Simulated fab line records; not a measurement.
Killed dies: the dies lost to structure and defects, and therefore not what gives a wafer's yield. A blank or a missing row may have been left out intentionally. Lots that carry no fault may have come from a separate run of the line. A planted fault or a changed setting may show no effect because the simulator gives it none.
A struck lot beside a sound one / flow n5Finfet / 31 steps out of a route of 1938
Sound: these wafers, L845.1, L845.2, L845.6. Wafers L854.2, L854.3, L854.4 were the ones struck. Last of all comes the cause.
Order at every step that has rows: each side's tool, ch and its chambers, its first start. Under that, the readings that differ: sound wafers / struck wafers / difference of the means / sigmas: that difference in standard deviations of wafers without a fault.
alike: readings whose means differ by less than 2 such deviations, and words and numbers that are the same on both sides. not compared: withheld readings, readings that some wafer has no value for, bounds like >300 that may hide the same value, and numbers for which the record gives no deviation and whose values overlap.
Wherever a step has rows on one side only, a row that says differs or no value, or a row with sigmas, the two part there. Numbers that don't overlap but have no deviation are shown without sigmas and don't part them. A reading that every wafer of one side lacks parts them only if that side has two wafers or more.

N5_BEOL_M12_ETCH_38: etches SiCN in CF4/N2, target depth 68.7 nm, time 73.4 s.
  sound on rieDiel-02 ch 0,1,3, day 12 10:14; struck on rieDiel-02 ch 0,1,3, day 14 13:50
  alike: chamberPressureMTorr, drypumpMotorCurrentA, n2FlowSccm, oesProductAu, rfVppV, showerheadPlenumPTorr, throttleValvePct
  not compared: rfHoursCounterH
then, 5 steps without rows for these wafers: N5_BEOL_M12_PRECLEAN_39 (cleans in residue remover, time 60 s); N5_BEOL_M12_SRD_40 (time 30 s, dry time 30 s); N5_BEOL_M12_DEGAS_41 (time 60 s); N5_BEOL_M12_PRE_CLEAN_42 (time 30 s); N5_BEOL_M12_SPUTTER_43 (material TaN, target thk 15 nm, time 24.19 s).
N5_BEOL_M12_SPUTTER_44: material Ta, target thk 10 nm, time 16.13 s.
  sound on pvdSputter-02 at day 12 10:49; struck on pvdSputter-03 at day 14 14:11
  alike: throttleValvePct
N5_BEOL_M12_SPUTTER_45: material Cu, target thk 80 nm, time 13.33 s.
  sound on pvdSputter-02 at day 12 10:53; struck on pvdSputter-03 at day 14 14:16
  alike: chuckSensorTempC, throttleValvePct
then, 2 steps without rows for these wafers: N5_BEOL_M12_ECD_47 (material Cu, target thk 720 nm); N5_BEOL_M12_ANNEAL_48 (time 90 s).
N5_BEOL_M12_CMP_49: polishes, stops on SiOC, t overpolish 20.6 s, target thk 320 nm.
  sound on cmp-03 ch 0,2,3, day 12 11:40; struck on cmp-01 ch 0,1,3, day 14 14:51
  alike: barrierFieldEndpointS, clearingPlatenDownForcePsi, motorCurrentA, overpolishRunS
N5_BEOL_M12_THK_MEAS_50: measures by xrf.
  sound on filmMetro-01 at day 12 11:55; struck on filmMetro-01 at day 14 15:09
  alike: M12_THK
N5_BEOL_M12_PRE_CLEAN_52: time 15 s.
  sound on pecvd-01 ch 0,1, day 12 11:57; struck on pecvd-01 ch 1,2, day 14 15:11
then, 1 step without rows for these wafers: N5_BEOL_M12_DEP_53 (deposits SiCN from 3MS/NH3, target thk 30 nm, time 10.5 s).
N5_BEOL_M12_RS_MEAS_54: uses a four-point probe to measure.
  sound on filmMetro-01 at day 12 12:02; struck on filmMetro-02 at day 14 15:16
  alike: M12_RS
N5_BEOL_M12_INSPECT_55: inspects for defects (darkfield).
  sound on defectInspect-02 at day 12 12:04; struck on defectInspect-01 at day 14 15:18
reading=rawDefectCount; sound=42 57 60; struck=639 656 708; difference=+615; sigmas=+28
then, 1 step without rows for these wafers: N5_BEOL_M13_ILD_DEP_00 (deposits SiOC from DEMS/O2, target thk 837.92 nm, time 166.4 s).
N5_BEOL_M13_THK_MEAS_01:
  sound on filmMetro-02 at day 12 12:15; struck on filmMetro-02 at day 14 15:29
  alike: M13_ILD_THK
then, 8 steps without rows for these wafers: N5_BEOL_M13_COAT_58 (time 60 s, resist thk 89 nm); N5_BEOL_M13_COAT_04 (resist thk 400 nm); N5_BEOL_M13_EBR_06; N5_BEOL_M13_SOFTBAKE_05 (time 60 s); N5_BEOL_M13_EXPOSE_07 (exposes mask V12); N5_BEOL_M13_PEB_08 (peb time 90 s); N5_BEOL_M13_DEVELOP_09 (develop time 45 s); N5_BEOL_M13_HARDBAKE_14 (time 120 s).
N5_BEOL_M13_CD_MEAS_10: target cd 190 nm.
  sound on cdSem-03 ch 0, day 12 12:34; struck on cdSem-02 ch 0, day 14 15:55
reading=cdNm (nm); sound=188.0 189.6 188.3; struck=192.8 192.8 192.0; difference=+3.9; sigmas=+2
N5_BEOL_M13_OVL_MEAS_11:
  sound on overlay-01 ch 0, day 12 12:35; struck on overlay-02 ch 0, day 14 15:57
  alike: V12_OVL
N5_BEOL_M13_INSPECT_12: inspects for defects (macro).
  sound on defectInspect-02 at day 12 12:37; struck on defectInspect-02 at day 14 15:58
reading=rawDefectCount; sound=3 4 2; struck=>300 >300 >300; difference=differs; sigmas=
N5_BEOL_M13_DESCUM_15: chemistry O2, time 7.9 s.
  sound on rieDiel-01 ch 0,1,3, day 12 12:49; struck on rieDiel-03 ch 0,1,2, day 14 16:00
  alike: chamberPressureMTorr, drypumpMotorCurrentA, oesProductAu, rfVppV, showerheadPlenumPTorr, throttleValvePct
  not compared: rfHoursCounterH
N5_PASSIVATION_PROBE_49:
  sound on prober-02 at day 13 17:07; struck on prober-02 at day 15 19:23
reading=defectLimitedYield (%); sound=92.4 88.3 91.6; struck=87.6 85.4 83.3; difference=-5.3; sigmas=-4
reading=killed_at_M0_to_M3; sound=39 58 53; struck=16 32 38; difference=-21; sigmas=-2
reading=killed_at_M4_up; sound=10 12 9; struck=98 81 120; difference=+89; sigmas=+18
reading=killedDies; sound=90 138 99; struck=146 172 197; difference=+63; sigmas=+4
reading=sort_bin_5_function (%); sound=4.4 7.5 5.1; struck=7.7 9.0 10.3; difference=+3.3; sigmas=+3
reading=sortNPass; sound=1090 1042 1081; struck=1034 1008 983; difference=-63; sigmas=-4
reading=sortYieldPct (%); sound=92.4 88.3 91.6; struck=87.6 85.4 83.3; difference=-5.3; sigmas=-4
  alike: killedAtContacts, killedAtFrontEnd, killedAtOther, killedOnRim, killedOpen, killedShort, sort_bin_6_memory

## WHERE THEY PART
At N5_BEOL_M12_INSPECT_55 first; at N5_PASSIVATION_PROBE_49 last (within this record only).

WHY: whatever the simulator had introduced
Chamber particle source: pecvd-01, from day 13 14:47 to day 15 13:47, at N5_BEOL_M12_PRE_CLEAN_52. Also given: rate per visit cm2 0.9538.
